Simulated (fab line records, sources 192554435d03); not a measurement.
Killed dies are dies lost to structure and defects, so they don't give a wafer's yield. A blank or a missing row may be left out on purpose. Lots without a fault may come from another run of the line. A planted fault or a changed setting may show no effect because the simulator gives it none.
Chamber matching | flow n5_finfet | N5_BEOL_M8_DESCUM_16 on rie_diel-06: 4 sister chambers
The step chemistry O2, time 7.9 s. 16 wafers are shown with their chamber, then 8 later ones without.

WAFERS WITH THEIR CHAMBER
wafer  | chamber | throttle_valve_pct (%) | showerhead_plenum_p_Torr (Torr) | drypump_motor_current_A (A)
L074.2 | 3       | 20.24                  | 2.10                            | 6.0
L074.3 | 0       | 19.80                  | 2.01                            | 5.5
L074.4 | 3       | 20.25                  | 2.10                            | 6.1
L076.3 | 2       | 20.51                  | 2.10                            | 5.7
L076.4 | 3       | 20.26                  | 2.10                            | 6.0
L076.6 | 2       | 20.51                  | 2.10                            | 5.6
L086.2 | 3       | 20.29                  | 2.09                            | 6.0
L086.5 | 3       | 20.30                  | 2.09                            | 6.0
L086.6 | 0       | 19.84                  | 2.00                            | 5.6
L087.1 | 2       | 20.57                  | 2.09                            | 5.7
L087.4 | 0       | 19.84                  | 2.00                            | 5.5
L087.5 | 0       | 19.84                  | 2.00                            | 5.6
L089.2 | 1       | 20.15                  | 2.11                            | 5.9
L089.4 | 2       | 20.57                  | 2.09                            | 5.7
L089.6 | 3       | 20.31                  | 2.09                            | 6.1
L091.1 | 2       | 20.55                  | 2.09                            | 5.7

SIGNATURES (means of the wafers above)
reading                  | chamber 0 | chamber 1 | chamber 2 | chamber 3 | scatter within a chamber
throttle_valve_pct       | 19.8300   | 20.1500   | 20.5420   | 20.2750   | 0.0274
showerhead_plenum_p_Torr | 2.0025    | 2.1100    | 2.0940    | 2.0950    | 0.00536
drypump_motor_current_A  | 5.550     | 5.900     | 5.680     | 6.033     | 0.0511
Rule: a wafer's distance from a chamber is the root of the sum, over the readings, of the square of ((its reading less the chamber's mean) divided by the reading's scatter). The wafer belongs to the nearest chamber; if the next one is less than 2 further off, it can't be placed. The scatter: the root of (the sum of the squares of (reading less its chamber's mean) over the shown wafers, divided by (wafers less chambers)).

WAFERS WITHOUT THEIR CHAMBER
wafer  | throttle_valve_pct (%) | showerhead_plenum_p_Torr (Torr) | drypump_motor_current_A (A)
L091.2 | 19.87                  | 2.00                            | 5.6
L091.6 | 20.31                  | 2.09                            | 6.1
L094.1 | 20.58                  | 2.08                            | 5.6
L094.2 | 20.32                  | 2.09                            | 6.1
L094.4 | 19.88                  | 2.00                            | 5.6
L097.1 | 19.88                  | 2.00                            | 5.6
L097.2 | 20.58                  | 2.08                            | 5.7
L097.6 | 20.31                  | 2.09                            | 6.1

WHICH CHAMBER EACH WENT THROUGH
wafer  | from the rows above | in truth
L091.2 | 0                   | 0
L091.6 | 3                   | 3
L094.1 | 2                   | 2
L094.2 | 3                   | 3
L094.4 | 0                   | 0
L097.1 | 0                   | 0
L097.2 | 2                   | 2
L097.6 | 3                   | 3
Placed correctly: 8 of 8. Can't be placed from these rows: 0. Placed wrongly: 0.
